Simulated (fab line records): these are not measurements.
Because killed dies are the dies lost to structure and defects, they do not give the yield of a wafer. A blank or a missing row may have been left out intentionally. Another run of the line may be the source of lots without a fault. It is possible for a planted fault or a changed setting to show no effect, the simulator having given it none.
Which tool was responsible?	flow n5-finfet	Sampling: 24 lots, 72 wafers, 5 of 1938 route steps

WHAT THE GAUGES SHOWED, per wafer
N5_BEOL_M4_THK_MEAS_01. Usual: M4_ILD_THK typically reads 78.6 nm, with standard deviation 1.1.
lot	measured	on	M4_ILD_THK (nm)	flag
L074	day 7 11:18	film-metro-01	78.9 80.3 79.4	
L076	day 8 04:26	film-metro-01	78.2 79.0 79.8	
L075	day 8 06:13	film-metro-01	79.4 78.2 79.1	
L077	day 8 13:49	film-metro-01	76.9 80.2 78.2	
L078	day 9 04:47	film-metro-02	77.9 79.5 78.4	
L079	day 9 12:01	film-metro-01	78.4 80.5 79.2	
L080	day 9 12:26	film-metro-01	77.8 79.5 80.2	
L081	day 10 03:13	film-metro-01	76.6 78.1 78.1	
L083	day 10 07:31	film-metro-02	76.3 78.7 78.5	
L084	day 10 11:56	film-metro-02	79.0 80.2 79.6	
L082	day 10 16:59	film-metro-01	77.7 77.7 78.1	
L085	day 10 15:41	film-metro-02	78.1 79.0 79.5	
L086	day 11 00:31	film-metro-02	79.3 79.7 79.1	
L087	day 11 00:57	film-metro-02	78.1 80.1 80.0	
L088	day 11 01:38	film-metro-01	76.7 77.5 77.5	
L090	day 12 01:37	film-metro-01	77.9 78.9 80.5	
L089	day 12 02:56	film-metro-02	77.9 77.8 79.7	
L091	day 12 03:04	film-metro-01	78.8 79.4 78.5	
L093	day 12 05:35	film-metro-02	78.7 79.7 79.4	
L092	day 12 07:41	film-metro-01	76.6 76.8 78.1	
L094	day 12 17:39	film-metro-02	78.2 79.0 77.6	
L096	day 12 22:24	film-metro-02	79.1 78.3 80.4	
L095	day 12 22:35	film-metro-01	79.3 78.6 78.8	
L097	day 14 02:53	film-metro-01	78.0 78.5 79.4	

TOOL THAT RAN EACH LOT (tool first, then ch and the chambers of the sampled wafers, then the start)
lot	N5_BEOL_M3_SURFACE_TREAT_85	N5_BEOL_M3_ANNEAL_80	N5_BEOL_M3_ANNEAL_82	N5_BEOL_M3_ANNEAL_87
L074	pvd-sputter-03, day 7 08:02	pvd-sputter-01, day 7 08:37	pvd-sputter-01, day 7 08:50	pvd-sputter-01, day 7 09:04
L076	pvd-sputter-02, day 7 23:52	pvd-sputter-03, day 8 01:32	pvd-sputter-03, day 8 01:45	pvd-sputter-03, day 8 01:58
L075	pvd-sputter-02, day 8 02:34	pvd-sputter-03, day 8 03:22	pvd-sputter-03, day 8 03:35	pvd-sputter-03, day 8 03:49
L077	pvd-sputter-03, day 8 10:31	pvd-sputter-03, day 8 11:08	pvd-sputter-03, day 8 11:21	pvd-sputter-03, day 8 11:34
L078	pvd-sputter-02, day 9 01:35	pvd-sputter-02, day 9 02:07	pvd-sputter-02, day 9 02:20	pvd-sputter-02, day 9 02:34
L079	pvd-sputter-02, day 9 08:42	pvd-sputter-02, day 9 09:22	pvd-sputter-02, day 9 09:35	pvd-sputter-02, day 9 09:48
L080	pvd-sputter-01, day 9 09:16	pvd-sputter-01, day 9 09:47	pvd-sputter-01, day 9 10:00	pvd-sputter-01, day 9 10:13
L081	pvd-sputter-03, day 9 23:58	pvd-sputter-03, day 10 00:32	pvd-sputter-03, day 10 00:46	pvd-sputter-03, day 10 00:59
L083	pvd-sputter-02, day 10 04:21	pvd-sputter-02, day 10 04:52	pvd-sputter-02, day 10 05:05	pvd-sputter-02, day 10 05:19
L084	pvd-sputter-03, day 10 07:40	pvd-sputter-01, day 10 09:07	pvd-sputter-01, day 10 09:22	pvd-sputter-01, day 10 09:36
L082	pvd-sputter-03, day 10 12:26	pvd-sputter-01, day 10 14:05	pvd-sputter-01, day 10 14:19	pvd-sputter-01, day 10 14:32
L085	pvd-sputter-03, day 10 12:28	pvd-sputter-02, day 10 13:00	pvd-sputter-02, day 10 13:13	pvd-sputter-02, day 10 13:26
L086	pvd-sputter-01, day 10 19:15	pvd-sputter-02, day 10 21:23	pvd-sputter-02, day 10 21:36	pvd-sputter-02, day 10 21:49
L087	pvd-sputter-01, day 10 21:43	pvd-sputter-01, day 10 22:16	pvd-sputter-01, day 10 22:29	pvd-sputter-01, day 10 22:42
L088	pvd-sputter-01, day 10 21:50	pvd-sputter-03, day 10 22:39	pvd-sputter-03, day 10 22:52	pvd-sputter-03, day 10 23:05
L090	pvd-sputter-01, day 11 21:57	pvd-sputter-01, day 11 22:56	pvd-sputter-01, day 11 23:09	pvd-sputter-01, day 11 23:22
L089	pvd-sputter-01, day 11 22:07	pvd-sputter-03, day 12 00:07	pvd-sputter-03, day 12 00:20	pvd-sputter-03, day 12 00:34
L091	pvd-sputter-01, day 11 22:35	pvd-sputter-02, day 12 00:13	pvd-sputter-02, day 12 00:26	pvd-sputter-02, day 12 00:39
L093	pvd-sputter-01, day 12 02:15	pvd-sputter-03, day 12 02:54	pvd-sputter-03, day 12 03:07	pvd-sputter-03, day 12 03:20
L092	pvd-sputter-03, day 12 04:26	pvd-sputter-03, day 12 05:02	pvd-sputter-03, day 12 05:16	pvd-sputter-03, day 12 05:29
L094	pvd-sputter-02, day 12 14:18	pvd-sputter-03, day 12 14:55	pvd-sputter-03, day 12 15:08	pvd-sputter-03, day 12 15:22
L096	pvd-sputter-02, day 12 19:06	pvd-sputter-03, day 12 19:41	pvd-sputter-03, day 12 19:55	pvd-sputter-03, day 12 20:08
L095	pvd-sputter-01, day 12 19:12	pvd-sputter-02, day 12 19:49	pvd-sputter-02, day 12 20:02	pvd-sputter-02, day 12 20:16
L097	pvd-sputter-02, day 13 23:39	pvd-sputter-02, day 14 00:15	pvd-sputter-02, day 14 00:28	pvd-sputter-02, day 14 00:41
- N5_BEOL_M3_SURFACE_TREAT_85
- N5_BEOL_M3_ANNEAL_80: time 240 s.
- N5_BEOL_M3_ANNEAL_82: time 240 s.
- N5_BEOL_M3_ANNEAL_87: time 240 s.

WHAT THE TOOLS THEMSELVES READ (means of the sampled wafers that have a number; where no wafer has one, the mark that the record gives instead)
N5_BEOL_M3_ANNEAL_80. Usual: 814 W for heater-power-w, sd 80.
lot	tool	heater-power-w (W)	flag
L074	pvd-sputter-01	846	
L076	pvd-sputter-03	894	
L075	pvd-sputter-03	815	
L077	pvd-sputter-03	817	
L078	pvd-sputter-02	834	
L079	pvd-sputter-02	852	
L080	pvd-sputter-01	770	
L081	pvd-sputter-03	820	
L083	pvd-sputter-02	799	
L084	pvd-sputter-01	767	
L082	pvd-sputter-01	862	
L085	pvd-sputter-02	795	
L086	pvd-sputter-02	827	
L087	pvd-sputter-01	905	
L088	pvd-sputter-03	776	
L090	pvd-sputter-01	838	
L089	pvd-sputter-03	755	
L091	pvd-sputter-02	759	
L093	pvd-sputter-03	732	
L092	pvd-sputter-03	769	
L094	pvd-sputter-03	814	
L096	pvd-sputter-03	791	
L095	pvd-sputter-02	841	
L097	pvd-sputter-02	802	

N5_BEOL_M3_ANNEAL_82. Usual: 813 W for heater-power-w, sd 81.
lot	tool	heater-power-w (W)	flag
L074	pvd-sputter-01	840	
L076	pvd-sputter-03	900	
L075	pvd-sputter-03	835	
L077	pvd-sputter-03	806	
L078	pvd-sputter-02	835	
L079	pvd-sputter-02	852	
L080	pvd-sputter-01	776	
L081	pvd-sputter-03	821	
L083	pvd-sputter-02	807	
L084	pvd-sputter-01	762	
L082	pvd-sputter-01	864	
L085	pvd-sputter-02	791	
L086	pvd-sputter-02	824	
L087	pvd-sputter-01	899	
L088	pvd-sputter-03	788	
L090	pvd-sputter-01	824	
L089	pvd-sputter-03	750	
L091	pvd-sputter-02	764	
L093	pvd-sputter-03	712	
L092	pvd-sputter-03	766	
L094	pvd-sputter-03	817	
L096	pvd-sputter-03	786	
L095	pvd-sputter-02	821	
L097	pvd-sputter-02	792	

N5_BEOL_M3_ANNEAL_87. Usual: 814 W for heater-power-w, sd 81.
lot	tool	heater-power-w (W)	flag
L074	pvd-sputter-01	845	
L076	pvd-sputter-03	897	
L075	pvd-sputter-03	822	
L077	pvd-sputter-03	815	
L078	pvd-sputter-02	841	
L079	pvd-sputter-02	845	
L080	pvd-sputter-01	775	
L081	pvd-sputter-03	825	
L083	pvd-sputter-02	806	
L084	pvd-sputter-01	760	
L082	pvd-sputter-01	856	
L085	pvd-sputter-02	769	
L086	pvd-sputter-02	815	
L087	pvd-sputter-01	909	
L088	pvd-sputter-03	774	
L090	pvd-sputter-01	831	
L089	pvd-sputter-03	750	
L091	pvd-sputter-02	762	
L093	pvd-sputter-03	721	
L092	pvd-sputter-03	773	
L094	pvd-sputter-03	810	
L096	pvd-sputter-03	783	
L095	pvd-sputter-02	833	
L097	pvd-sputter-02	802	

THE ANSWER, worked out from the rows above alone
Rule: a lot is off if the mean of its wafers that have a number lies more than 3 standard deviations from the usual mean. Also off: a lot with no number at a reading for which 4 or more lots have one. All remaining lots with rows at the step are treated as sound. The gauges are gone through in route order, then the tools' own readings, and for those a lot's mean is taken as printed above. The first step at which some lot is off is used, and at that step the reading that is off furthest; a lot without a number counts as furthest.
Across all readings shown, no lot is off: no conclusion can be drawn from this.

WHAT THE SIMULATOR HAD PUT IN
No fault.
